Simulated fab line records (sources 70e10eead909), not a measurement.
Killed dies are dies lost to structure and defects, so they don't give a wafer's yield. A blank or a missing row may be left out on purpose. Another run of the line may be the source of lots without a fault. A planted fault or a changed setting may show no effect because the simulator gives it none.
Matching of chambers    flow nand harc    rie diel-10 running NHARC_A_CHANNEL_HOLE_D1_ETCH_38: 4 sister chambers
The step etches the open film in CF4, target depth 39 nm, time 65 s. 16 wafers are shown with their chamber, then 7 later ones without.

## WAFERS WITH THEIR CHAMBER
wafer   chamber  showerhead plenum p Torr (Torr)  drypump motor current A (A)  rf vpp V (V)
L151.1  3        1.71                             5.34                         152.6
L151.2  0        1.85                             5.63                         153.0
L151.3  1        1.76                             5.69                         151.3
L154.1  1        1.76                             5.69                         150.8
L154.3  3        1.71                             5.35                         150.4
L154.4  0        1.85                             5.64                         152.9
L156.3  0        1.84                             5.63                         151.5
L156.5  2        1.89                             5.53                         153.4
L156.6  3        1.71                             5.34                         151.6
L158.2  0        1.84                             5.64                         154.5
L158.3  3        1.71                             5.34                         150.0
L158.4  3        1.71                             5.34                         150.3
L161.3  0        1.84                             5.67                         151.9
L161.4  2        1.89                             5.55                         153.0
L161.6  2        1.89                             5.56                         153.4
L160.1  1        1.76                             5.71                         151.1

SIGNATURES (averages over the wafers above)
reading                   chamber 0  chamber 1  chamber 2  chamber 3  scatter within a chamber
showerhead plenum p Torr  1.8440     1.7600     1.8900     1.7100     0.00316
drypump motor current A   5.6420     5.6967     5.5467     5.3420     0.0126
rf vpp V                  152.760    151.067    153.267    150.980    0.932
Rule: distance of a wafer from a chamber = root of the sum over the readings of ((wafer's reading minus chamber's mean) / reading's scatter) squared. If the next closest chamber is less than 2 further off than the closest, the wafer can't be placed; otherwise it belongs to the closest. The scatter: take each reading less its chamber's mean, square it, sum over the shown wafers, divide by the number of wafers less the number of chambers, and take the root.

## WAFERS WHOSE CHAMBER IS MISSING
wafer   showerhead plenum p Torr (Torr)  drypump motor current A (A)  rf vpp V (V)
L160.4  1.71                             5.35                         151.3
L160.6  1.84                             5.65                         151.5
L162.3  1.71                             5.33                         150.4
L162.4  1.89                             5.53                         152.4
L162.6  1.89                             5.52                         153.2
L168.1  1.76                             5.71                         152.1
L170.4  1.71                             5.33                         150.1

## WHICH CHAMBER EACH WENT THROUGH
wafer   from the rows above  in truth
L160.4  3                    3
L160.6  0                    0
L162.3  3                    3
L162.4  2                    2
L162.6  2                    2
L168.1  1                    1
L170.4  3                    3
7 of 7 placed correctly. Number that these rows cannot place: 0. 0 placed wrongly.
